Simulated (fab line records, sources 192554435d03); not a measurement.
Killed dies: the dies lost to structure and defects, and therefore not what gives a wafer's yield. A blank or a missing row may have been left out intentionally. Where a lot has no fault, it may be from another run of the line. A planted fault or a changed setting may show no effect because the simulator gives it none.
Split-lot trial -- flow n5-finfet -- route with 1938 steps; 7 lots, 21 wafers read

## SPLIT DETAILS
At N5_MIM_TOP_LITHO_EXPOSE_05 (exposes mask MIM TOP, target cd 2000 nm), the setting dose-mj was moved away from the recipe's 20.5 on 5 of the 21 wafers read, by -6.4% to +4.0%. For the rest of the wafers, this setting stayed at what the recipe calls for.

## FROM THE SPLIT TO THE READING: what the file shows between them, 3 steps
- N5_MIM_TOP_LITHO_PEB_06
- N5_MIM_TOP_LITHO_DEVELOP_07: develop time 60 s
- N5_MIM_TOP_LITHO_HARDBAKE_09: time 120 s

## THE READING
cd-nm at N5_MIM_TOP_LITHO_CD_MEAS_08, given in nm (cd target 2000 nm). Fault-free wafers of this fab line usually give 1999.8 nm, standard deviation 1.2 nm.

wafer,"tool, chamber at the split",dose-mj as run,against the recipe,"cd-nm, nm",against lot-mates on the recipe
L075.2,"krf-scanner-02, 0",20.5,recipe,2001.0,-
L075.4,"krf-scanner-02, 0",20.5,recipe,2001.4,-
L075.5,"krf-scanner-02, 0",19.83,-3.3%,2007.7,+6.5
L081.4,"krf-scanner-02, 0",20.5,recipe,1998.9,-
L081.5,"krf-scanner-02, 0",20.5,recipe,1998.5,-
L081.6,"krf-scanner-02, 0",20.5,recipe,1999.3,-
L082.2,"krf-scanner-01, 0",20.5,recipe,2000.6,-
L082.3,"krf-scanner-01, 0",20.5,recipe,1999.9,-
L082.6,"krf-scanner-01, 0",20.5,recipe,1999.8,-
L085.1,"krf-scanner-02, 0",20.5,recipe,1999.0,-
L085.2,"krf-scanner-02, 0",19.19,-6.4%,2013.4,+14.4
L085.5,"krf-scanner-02, 0",19.19,-6.4%,2012.8,+13.8
L088.2,"krf-scanner-01, 0",20.5,recipe,2000.0,-
L088.5,"krf-scanner-01, 0",20.5,recipe,2000.9,-
L088.6,"krf-scanner-01, 0",20.5,recipe,2000.7,-
L093.2,"krf-scanner-02, 0",20.5,recipe,2000.6,-
L093.4,"krf-scanner-02, 0",20.5,recipe,2000.9,-
L093.6,"krf-scanner-02, 0",20.5,recipe,2000.0,-
L095.1,"krf-scanner-01, 0",21.32,+4.0%,1992.0,-8.3
L095.3,"krf-scanner-01, 0",20.5,recipe,2000.3,-
L095.4,"krf-scanner-01, 0",21.32,+4.0%,1991.2,-9.1

FIT RESULTS
A straight line over all 21 wafers: cd-nm changes by -2.08 nm for each +1% of dose-mj; r = -0.99; the points scatter about the line by 0.8 nm.
The same after taking each lot's own level away (the mean of its wafers on the recipe; 21 wafers): -2.18 nm for each +1%; r = -1.00; scatter 0.37 nm.
That fit puts the effect of the largest move of dose-mj on the reading at 14 nm.
From 1998.90 to 2001.20 nm: that is the span of the lots' own levels, equal to 1.9 times the standard deviation above.
Consequently the slope shifts little with the lot-to-lot level, the two slopes agreeing.
Check: +13.7 nm against its lot-mates is what the line predicts for one of the wafers moved furthest among these (-6.4%) when that wafer is left out of the fit. Against them it came out at +14.4 nm.

## OTHER SPLITS ON THESE WAFERS
Before the reading, these wafers also passed through other splits. Each is held against what the fit with the lots' levels taken away leaves over:
other split on the same wafers,wafers away from the commonest value,r with cd-nm (lot level and that fit taken away)
N5_BEOL_M12_SPUTTER_44 time-s,6,+0.31
N5_BEOL_M13_CMP_49 down-force-psi,6,+0.11
N5_BEOL_M14_DEP_53 time-s,5,+0.23
N5_BEOL_M15_COAT_04 spin-rpm,8,+0.04
N5_MIM_BOT_SPUTTER_00 time-s,8,+0.06

## THE FILE'S OWN FIT
cd-nm changes by -2.17 nm for each +1% of dose-mj, r = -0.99.
